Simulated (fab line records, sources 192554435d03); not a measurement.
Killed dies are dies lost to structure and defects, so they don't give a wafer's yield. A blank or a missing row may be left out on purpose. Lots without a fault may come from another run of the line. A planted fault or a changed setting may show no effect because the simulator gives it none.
Split-lot experiment | flow n5_finfet | 7 lots, 21 wafers read, on a route of 1938 steps

THE SPLIT
At N5_BEOL_M10_ETCH_62 (etches SOC in N2/H2, target depth 110 nm, overetch 22 nm, time 165 s), the setting time_s was moved away from the recipe's 165 s on 8 of the 21 wafers read, by -21.2% to +19.3%. The other wafers ran this setting at the recipe's value.

The reading is taken at the split's own step.

THE READING
SiARC_of_BEOL_M10_COAT_60.thk_nm (the simulator's own value, which no gauge read), in nm, at N5_BEOL_M10_ETCH_62 (etches SOC in N2/H2, target depth 110 nm, overetch 22 nm, time 165 s). The file gives no usual value for it. The 13 wafers here that ran the recipe average 23.6 nm, standard deviation 0.22 nm.

wafer  | tool, chamber at the split | time_s as run, s | against the recipe | SiARC_of_BEOL_M10_COAT_60.thk_nm, nm | against lot-mates on the recipe
L076.2 | rie_diel-03, 2,3           | 165              | recipe             | 23.4                                 | -
L076.4 | rie_diel-03, 2,3           | 165              | recipe             | 23.4                                 | -
L076.6 | rie_diel-03, 2             | 165              | recipe             | 23.6                                 | -
L075.1 | rie_diel-01, 2,1           | 153.3            | -7.1%              | 23.8                                 | +0.0
L075.3 | rie_diel-01, 2,1           | 153.3            | -7.1%              | 23.8                                 | +0.0
L075.6 | rie_diel-01, 3             | 165              | recipe             | 23.8                                 | -
L084.2 | rie_diel-05, 1             | 165              | recipe             | 24                                   | -
L084.5 | rie_diel-05, 2             | 165              | recipe             | 23.6                                 | -
L084.6 | rie_diel-05, 3             | 177.9            | +7.8%              | 22.8                                 | -1.0
L085.2 | rie_diel-03, 0             | 165              | recipe             | 23.6                                 | -
L085.4 | rie_diel-03, 2,0           | 130              | -21.2%             | 24.8                                 | +1.2
L085.6 | rie_diel-03, 2,0           | 130              | -21.2%             | 24.8                                 | +1.2
L089.3 | rie_diel-05, 1             | 165              | recipe             | 23.8                                 | -
L089.6 | rie_diel-05, 1             | 165              | recipe             | 23.8                                 | -
L089.5 | rie_diel-05, 0             | 165              | recipe             | 24                                   | -
L091.2 | rie_diel-01, 3             | 196.8            | +19.3%             | 22.8                                 | -0.6
L091.4 | rie_diel-01, 0             | 165              | recipe             | 23.4                                 | -
L091.6 | rie_diel-01, 0             | 165              | recipe             | 23.4                                 | -
L097.1 | rie_diel-01, 0             | 165              | recipe             | 23.4                                 | -
L097.3 | rie_diel-01, 2             | 192.2            | +16.5%             | 22.2                                 | -1.2
L097.5 | rie_diel-01, 3             | 192.2            | +16.5%             | 22.8                                 | -0.6
Where a row lists several chambers, the file gives one row for several wafers and doesn't say which wafer went through which chamber.

THE FIT
A straight line over all 21 wafers: SiARC_of_BEOL_M10_COAT_60.thk_nm changes by -0.0565 nm for each +1% of time_s; r = -0.92; the points scatter about the line by 0.25 nm.
The same after taking each lot's own level away (the mean of its wafers on the recipe; 21 wafers): -0.0505 nm for each +1%; r = -0.91; scatter 0.24 nm.
On that fit, the largest move of time_s shifts the reading by 1.1 nm.
The lots' own levels span 23.40 to 23.87 nm, that is 2.1 times the standard deviation above.
So the lot-to-lot level changes the slope: the two fits differ.
Check: with one of the wafers moved furthest among these (-21.2%) left out of the fit, the line predicts +0.967 nm for it against its lot-mates. It came out at +1.2 nm against them.

OTHER SPLITS ON THESE WAFERS
These wafers also went through other splits before the reading. Each is held against what the fit with the lots' levels taken away leaves over:
other split on the same wafers | wafers away from the commonest value | r with SiARC_of_BEOL_M10_COAT_60.thk_nm (lot level and that fit taken away)
N5_BEOL_M4_EXPOSE_25 dose_mj   | 8                                    | +0.14
N5_BEOL_M7_ETCH_66 bias_w      | 8                                    | -0.14
N5_BEOL_M8_ETCH_62 bias_w      | 3                                    | +0.25
N5_BEOL_M9_EXPOSE_25 dose_mj   | 6                                    | -0.17
N5_BEOL_M9_ETCH_66 bias_w      | 4                                    | -0.16

THE FILE'S OWN FIT
SiARC_of_BEOL_M10_COAT_60.thk_nm changes by -0.0495 nm for each +1% of time_s, r = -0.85.
